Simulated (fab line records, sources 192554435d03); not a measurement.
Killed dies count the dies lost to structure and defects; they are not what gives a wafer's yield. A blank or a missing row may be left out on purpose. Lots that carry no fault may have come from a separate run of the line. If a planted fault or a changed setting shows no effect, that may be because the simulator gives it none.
Matching of chambers || flow n5Finfet || rieDiel-02 running N5_BEOL_M4_ETCH_63: 4 sister chambers
The step etches SiARC in CF4, target depth 15.6 nm, time 26 s. 16 wafers are shown with their chamber, then 8 later ones without.

== WAFERS WITH THEIR CHAMBER ==
{"wafer": "L078.1", "chamber": 1, "drypumpMotorCurrentA (A)": 5.6, "showerheadPlenumPTorr (Torr)": 2.17, "throttleValvePct (%)": 15.37}
{"wafer": "L078.2", "chamber": 0, "drypumpMotorCurrentA (A)": 5.8, "showerheadPlenumPTorr (Torr)": 2.18, "throttleValvePct (%)": 15.29}
{"wafer": "L078.4", "chamber": 3, "drypumpMotorCurrentA (A)": 4.7, "showerheadPlenumPTorr (Torr)": 2.08, "throttleValvePct (%)": 15.70}
{"wafer": "L082.1", "chamber": 2, "drypumpMotorCurrentA (A)": 5.7, "showerheadPlenumPTorr (Torr)": 2.24, "throttleValvePct (%)": 15.41}
{"wafer": "L082.4", "chamber": 0, "drypumpMotorCurrentA (A)": 5.8, "showerheadPlenumPTorr (Torr)": 2.18, "throttleValvePct (%)": 15.33}
{"wafer": "L082.6", "chamber": 1, "drypumpMotorCurrentA (A)": 5.6, "showerheadPlenumPTorr (Torr)": 2.17, "throttleValvePct (%)": 15.39}
{"wafer": "L083.1", "chamber": 3, "drypumpMotorCurrentA (A)": 4.7, "showerheadPlenumPTorr (Torr)": 2.07, "throttleValvePct (%)": 15.72}
{"wafer": "L083.2", "chamber": 1, "drypumpMotorCurrentA (A)": 5.6, "showerheadPlenumPTorr (Torr)": 2.17, "throttleValvePct (%)": 15.42}
{"wafer": "L083.5", "chamber": 3, "drypumpMotorCurrentA (A)": 4.8, "showerheadPlenumPTorr (Torr)": 2.07, "throttleValvePct (%)": 15.72}
{"wafer": "L088.3", "chamber": 1, "drypumpMotorCurrentA (A)": 5.6, "showerheadPlenumPTorr (Torr)": 2.17, "throttleValvePct (%)": 15.44}
{"wafer": "L088.5", "chamber": 2, "drypumpMotorCurrentA (A)": 5.7, "showerheadPlenumPTorr (Torr)": 2.23, "throttleValvePct (%)": 15.45}
{"wafer": "L088.6", "chamber": 1, "drypumpMotorCurrentA (A)": 5.6, "showerheadPlenumPTorr (Torr)": 2.17, "throttleValvePct (%)": 15.43}
{"wafer": "L089.4", "chamber": 2, "drypumpMotorCurrentA (A)": 5.7, "showerheadPlenumPTorr (Torr)": 2.23, "throttleValvePct (%)": 15.45}
{"wafer": "L089.5", "chamber": 2, "drypumpMotorCurrentA (A)": 5.7, "showerheadPlenumPTorr (Torr)": 2.23, "throttleValvePct (%)": 15.43}
{"wafer": "L089.6", "chamber": 3, "drypumpMotorCurrentA (A)": 4.7, "showerheadPlenumPTorr (Torr)": 2.07, "throttleValvePct (%)": 15.75}
{"wafer": "L092.1", "chamber": 3, "drypumpMotorCurrentA (A)": 4.7, "showerheadPlenumPTorr (Torr)": 2.07, "throttleValvePct (%)": 15.76}

SIGNATURES (averages over the wafers above)
{"reading": "drypumpMotorCurrentA", "chamber 0": 5.800, "chamber 1": 5.600, "chamber 2": 5.700, "chamber 3": 4.720, "scatter within a chamber": 0.0258}
{"reading": "showerheadPlenumPTorr", "chamber 0": 2.1800, "chamber 1": 2.1700, "chamber 2": 2.2325, "chamber 3": 2.0720, "scatter within a chamber": 0.00359}
{"reading": "throttleValvePct", "chamber 0": 15.3100, "chamber 1": 15.4100, "chamber 2": 15.4350, "chamber 3": 15.7300, "scatter within a chamber": 0.0253}
Rule: for a wafer and a chamber, the distance is found by dividing, reading by reading, the gap between the wafer's reading and the chamber's mean by the reading's scatter, squaring, summing and taking the root. The wafer belongs to the nearest chamber; if the next one is less than 2 further off, it can't be placed. How the scatter is found: for the shown wafers, subtract from each reading the mean of its chamber, square and add these, divide the total by (wafers less chambers), then take the root.

== WAFERS WHOSE CHAMBER IS MISSING ==
{"wafer": "L092.3", "drypumpMotorCurrentA (A)": 5.7, "showerheadPlenumPTorr (Torr)": 2.23, "throttleValvePct (%)": 15.44}
{"wafer": "L092.6", "drypumpMotorCurrentA (A)": 4.7, "showerheadPlenumPTorr (Torr)": 2.07, "throttleValvePct (%)": 15.77}
{"wafer": "L093.2", "drypumpMotorCurrentA (A)": 5.8, "showerheadPlenumPTorr (Torr)": 2.17, "throttleValvePct (%)": 15.37}
{"wafer": "L093.4", "drypumpMotorCurrentA (A)": 4.8, "showerheadPlenumPTorr (Torr)": 2.07, "throttleValvePct (%)": 15.78}
{"wafer": "L093.6", "drypumpMotorCurrentA (A)": 5.8, "showerheadPlenumPTorr (Torr)": 2.17, "throttleValvePct (%)": 15.37}
{"wafer": "L096.1", "drypumpMotorCurrentA (A)": 5.6, "showerheadPlenumPTorr (Torr)": 2.16, "throttleValvePct (%)": 15.45}
{"wafer": "L096.2", "drypumpMotorCurrentA (A)": 4.7, "showerheadPlenumPTorr (Torr)": 2.06, "throttleValvePct (%)": 15.77}
{"wafer": "L096.6", "drypumpMotorCurrentA (A)": 4.7, "showerheadPlenumPTorr (Torr)": 2.06, "throttleValvePct (%)": 15.79}

== EACH ONE'S CHAMBER ==
{"wafer": "L092.3", "from the rows above": 2, "in truth": 2}
{"wafer": "L092.6", "from the rows above": 3, "in truth": 3}
{"wafer": "L093.2", "from the rows above": 0, "in truth": 0}
{"wafer": "L093.4", "from the rows above": 3, "in truth": 3}
{"wafer": "L093.6", "from the rows above": 0, "in truth": 0}
{"wafer": "L096.1", "from the rows above": 1, "in truth": 1}
{"wafer": "L096.2", "from the rows above": 3, "in truth": 3}
{"wafer": "L096.6", "from the rows above": 3, "in truth": 3}
Placed correctly: 8 of 8. Left unplaced by these rows: 0. Wrongly placed: 0.
